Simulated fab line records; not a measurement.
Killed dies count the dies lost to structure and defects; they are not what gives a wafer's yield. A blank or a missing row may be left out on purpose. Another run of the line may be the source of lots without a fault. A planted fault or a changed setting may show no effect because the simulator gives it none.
A lot that was struck, set against a sound lot ; flow nand-harc ; 15 steps out of a route of 1302
Sound: these wafers, L461.1, L461.3, L461.4. Struck: wafer L470.4. (L470.1, L470.5 of the same lot were not struck and are left out.) The cause comes at the end.
Per side, at each step with rows, come the tool, then ch with its chambers, and then its first start. Under that, the readings that differ: sound wafers ; struck wafers ; difference of the means ; sigmas: that difference in standard deviations of wafers without a fault.
alike: words and numbers the same on both sides, and readings whose means are apart by under 2 such deviations; not compared: readings that were withheld, readings missing a value for some wafer, numbers with overlapping values and no deviation given by the record, and bounds like >300 which may hide the same value.
Wherever a step has rows on one side only, a row that says differs or no value, or a row with sigmas, the two part there. Numbers that have no deviation but don't overlap get no sigmas and don't part them. A reading missing from all wafers of one side parts the sides only when that side holds two or more wafers.

NHARC_A_CHANNEL_HOLE_D2_XSEM_32:
  sound on xsem-02 ch 0, day 13 18:11; struck on xsem-02 ch 0, day 18 02:05
reading;sound;struck;difference;sigmas
bow-nm (nm);9.27 9.32 9.29;8.52;-0.77;-3
  alike: bot-cd-nm, tilt-deg
NHARC_A_CHANNEL_HOLE_D2_INSPECT_40:
  sound on defect-inspect-01, day 13 18:17; struck on defect-inspect-01, day 18 02:11
reading;sound;struck;difference;sigmas
raw-defect-count;169 132 232;425;+247;+3
then, 2 steps without rows for these wafers: NHARC_A_CHANNEL_FILL_D2_PRECLEAN_00 (cleans in SC1); NHARC_A_CHANNEL_FILL_D2_SRD_01.
NHARC_A_CHANNEL_FILL_D2_ALD_02: deposits SiO2, target thk 6 nm, pulse time 10 s, ald cycles 60.
  sound on ald-hk-03 ch 1,2,3, day 13 18:45; struck on ald-hk-01 ch 1, day 18 02:23
reading;sound;struck;difference;sigmas
heater-power-outer-w (W);234 218 268;319;+79;+3
heater-power-w (W);432 448 492;554;+97;+2
precursor-pulse-height-rel;0.976 1.019 0.994;0.952;-0.044;-2
NHARC_A_CHANNEL_FILL_D2_ALD_03: deposits SiNx, target thk 6 nm, pulse time 60 s, ald cycles 58.
  sound on ald-sin-batch-02 ch 0; struck on ald-sin-batch-01 ch 0
  alike: chamber-pressure-Torr, precursor-pulse-height-rel
NHARC_A_CHANNEL_FILL_D2_ALD_14: deposits SiO2, target thk 2.5 nm, pulse time 10 s, ald cycles 25.
  sound on ald-hk-03 ch 0,1,2, day 14 01:38; struck on ald-hk-04 ch 2, day 18 09:10
  alike: heater-power-outer-w, heater-power-w, precursor-pulse-height-rel
then, 4 steps without rows for these wafers: NHARC_A_CHANNEL_FILL_D2_ALD_15 (deposits SiNx, target thk 2 nm, pulse time 60 s, ald cycles 19); NHARC_A_CHANNEL_FILL_D2_ALD_16 (deposits SiO2, target thk 1.5 nm, pulse time 10 s, ald cycles 15); NHARC_A_CHANNEL_FILL_D2_ANNEAL_17 (time 1800 s); NHARC_A_CHANNEL_FILL_D2_CVD_18 (deposits poly-Si, target thk 3 nm).
NHARC_A_CHANNEL_FILL_D2_ETCHBACK_19: etches the open film in HBr/Cl2, target depth 5 nm, time 1.7 s.
  sound on rie-si-02 ch 0,1,3, day 14 20:25; struck on rie-si-03 ch 0, day 19 02:17
reading;sound;struck;difference;sigmas
rf-hours-counter-h (h);0.36 0.36 0.41;0.14;-0.24;
  alike: bias-w, drypump-motor-current-A, oes-product-au, throttle-valve-pct
NHARC_A_CHANNEL_FILL_D2_ETCHBACK_20: etches the open film in C4F8/O2/Ar, target depth 27 nm, time 13.5 s.
  sound on rie-diel-13 ch 0,2,3, day 14 20:32; struck on rie-diel-13 ch 3, day 19 02:25
reading;sound;struck;difference;sigmas
oes-product-au (a.u.);0.995 1.011 1.018;0.812;-0.196;-10
rf-hours-counter-h (h);4 5 5;2;-3;
  alike: bias-w, rf-vpp-V
then, 1 step without rows for these wafers: NHARC_A_CHANNEL_FILL_D2_STRIP_28 (strips in O2, time 20 s).
-- jump in the record: it breaks off in module A_CHANNEL_FILL_D2 and resumes in module END (first step shown: number 1302 of the route), and 10 days separate the struck wafers' starts before and after --
NHARC_END_SORT_01:
  here the record holds rows for the struck wafers (prober-02 ch 0, day 29 10:30) but none for the sound ones

== WHERE THEY PART ==
At NHARC_A_CHANNEL_HOLE_D2_XSEM_32 first; at NHARC_END_SORT_01 last (within this record only).

WHY: what had been put in by the simulator
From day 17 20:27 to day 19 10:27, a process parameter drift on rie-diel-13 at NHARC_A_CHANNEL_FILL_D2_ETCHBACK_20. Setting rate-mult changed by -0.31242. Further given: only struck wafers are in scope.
